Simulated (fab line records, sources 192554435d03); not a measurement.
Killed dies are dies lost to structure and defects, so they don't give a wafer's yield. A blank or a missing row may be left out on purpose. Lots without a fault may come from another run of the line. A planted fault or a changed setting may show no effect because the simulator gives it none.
Problem report in the 8D (eight disciplines) form, filled by code | flow n5_finfet | the parts of the form that need people (team, actions taken, sign-off) are left out

1. THE PROBLEM
spin_speed_rpm at N5_BEOL_M1_COAT_67 reads a mean of 1424.7 rpm on 6 wafers of 2 lots; wafers without a fault read 1499.9 rpm with a standard deviation of 1.1. That is -68 standard deviations from the usual mean.
The step: time 60 s, resist thk 60 nm.
First seen on wafer L171.1, day 11 04:34, on litho_track-05. The record holds 12 wafers of 4 lots with a number at this step. Rule for "out", or "out of limits": more than 4 standard deviations from the usual mean. The other wafers with a number count as sound.

2. WHAT IT IS AND WHAT IT IS NOT
question                    | is                     | is not
which readings at this step | spin_speed_rpm         | -
which lots                  | L171, L172             | L151, L166
which wafers of those lots  | all that have a number | -
read on which tools         | litho_track-05         | litho_track-01
when                        | from day 11 04:34      | up to then (6 sound wafers)

3. SUSPECTS, AND WHAT RULES EACH OUT
Counting: a tool at a process step up to the reading stays a suspect if it ran every lot that is out and no sound lot after the first of them.
- litho_track-05 at N5_BEOL_M1_COAT_67 (time 60 s, resist thk 60 nm): kept. It ran every lot that is out, first L171 (day 11 04:34), and no sound lot after that; its last sound lot up to then is L166 (day 10 08:20). Its own readings are out on those wafers: spin_speed_rpm.
Left after counting: litho_track-05 at N5_BEOL_M1_COAT_67.

4. THE CAUSE (what the simulator had put in)
Process parameter drift: litho_track-05, from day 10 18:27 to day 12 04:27, at N5_BEOL_M1_COAT_67. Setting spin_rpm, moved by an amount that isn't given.
Counting left only this tool.

5. THE CHAIN OF EFFECTS, in route order
Each row: a reading whose mean over the struck wafers that have a number lies more than 3 standard deviations from the usual. Only readings for which the record gives a usual standard deviation are gone through. hours: the time from each lot's start at the first step in this table that gives one to its start at this step, as a median over the lots. sigmas: the change in usual standard deviations.
hours | step               | reading        | usual      | on struck wafers | change | sigmas
0     | N5_BEOL_M1_COAT_67 | spin_speed_rpm | 1499.9 rpm | 1424.7           | -75.2  | -68
The process steps in it:
- N5_BEOL_M1_COAT_67: time 60 s, resist thk 60 nm.
Later measuring or inspecting steps at which every struck wafer that the step has a row for has a number for every such reading, and none has moved that far: N5_BEOL_M4_RC_MEAS_101.

6. WHAT WOULD HAVE CAUGHT IT SOONER
In this record the first reading out of limits was taken at day 11 04:34, 10 hours after the fault began at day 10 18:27.
